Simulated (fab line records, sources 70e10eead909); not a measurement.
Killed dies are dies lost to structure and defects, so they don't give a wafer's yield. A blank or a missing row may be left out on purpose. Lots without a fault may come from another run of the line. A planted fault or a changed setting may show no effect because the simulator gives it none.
One fault seen from 3 desks | flow nand_harc | each desk has only its own numbers; what lay behind them comes last

THE TOOL OWNER'S DESK: pecvd-04
The tool's own readings at NHARC_A_M1_PRE_CLEAN_32 (time 12 s): means of the sampled wafers that have a number, for each lot that ran on this tool. A lot is out of limits, marked OUT, if its mean lies more than 4 standard deviations from the usual mean; the brackets give that distance.
Columns: A = heater_power_w at NHARC_A_M1_PRE_CLEAN_32, usual 631 W; B = rf_fwd_power_W at NHARC_A_M1_PRE_CLEAN_32, usual 292.5 W
lot  | first seen here | A   | B
L271 | day 18 04:31    | 658 | 292.5
L282 | day 21 00:04    | 689 | 292.8
L283 | day 21 22:32    | 677 | 293.2
This desk's finding: nothing out of limits on any of the 3 lots.

THE METROLOGY DESK
What the gauges read, lot by lot, whatever tool the lot ran on: means of the sampled wafers that have a number. A lot is out of limits, marked OUT, if its mean lies more than 4 standard deviations from the usual mean; the brackets give that distance.
Columns: A = thk_nm at NHARC_A_M1_THK_MEAS_24, usual 154.7 nm; B = thk_nm at NHARC_A_BONDPAD_THK_MEAS_30, usual 200.0 nm; C = cd_nm at NHARC_A_BONDPAD_CD_MEAS_09, usual 500.3 nm; D = overlay_x_nm at NHARC_A_BONDPAD_OVL_MEAS_35, usual 0 nm; E = overlay_y_nm at NHARC_A_BONDPAD_OVL_MEAS_35, usual 0 nm; F = cd_nm at NHARC_A_BONDPAD_CD_MEAS_13, usual 500.0 nm
lot  | first seen here | A     | B     | C     | D  | E   | F
L271 | day 18 03:49    | 154.7 | 199.6 | 497.1 | 2  | -7  | 496.4
L277 | day 19 10:09    | 155.3 | 200.0 | 499.7 | 4  | -13 | 499.7
L282 | day 20 23:42    | 156.6 | 203.0 | 500.7 | -7 | -9  | 500.3
L283 | day 21 22:17    | 155.5 | 201.4 | 498.8 | -7 | -2  | 499.0
L289 | day 23 01:41    | 154.1 | 200.6 | 499.7 | -0 | 8   | 500.0
L290 | day 23 02:12    | 156.0 | 199.5 | 502.8 | -1 | 12  | 502.6
This desk's finding: nothing out of limits on any of the 6 lots.

THE DEFECT DESK
What the inspections along the route counted, lot by lot: means of the sampled wafers that have a number. A lot is out of limits, marked OUT, if its mean lies more than 4 standard deviations from the usual mean; the brackets give that distance.
Columns: A = raw_defect_count at NHARC_A_M1_INSPECT_27, usual 482
lot  | first seen here | A
L271 | day 18 03:58    | 658
L277 | day 19 10:19    | 781
L282 | day 20 23:52    | 503
L283 | day 21 22:26    | 594
L289 | day 23 01:50    | 422
L290 | day 23 02:22    | 476
This desk's finding: nothing out of limits on any of the 6 lots.

PUT TOGETHER
The tool owner's desk saw nothing out of limits.
The metrology desk saw nothing out of limits.
The defect desk saw nothing out of limits.

WHAT THE SIMULATOR HAD PUT IN
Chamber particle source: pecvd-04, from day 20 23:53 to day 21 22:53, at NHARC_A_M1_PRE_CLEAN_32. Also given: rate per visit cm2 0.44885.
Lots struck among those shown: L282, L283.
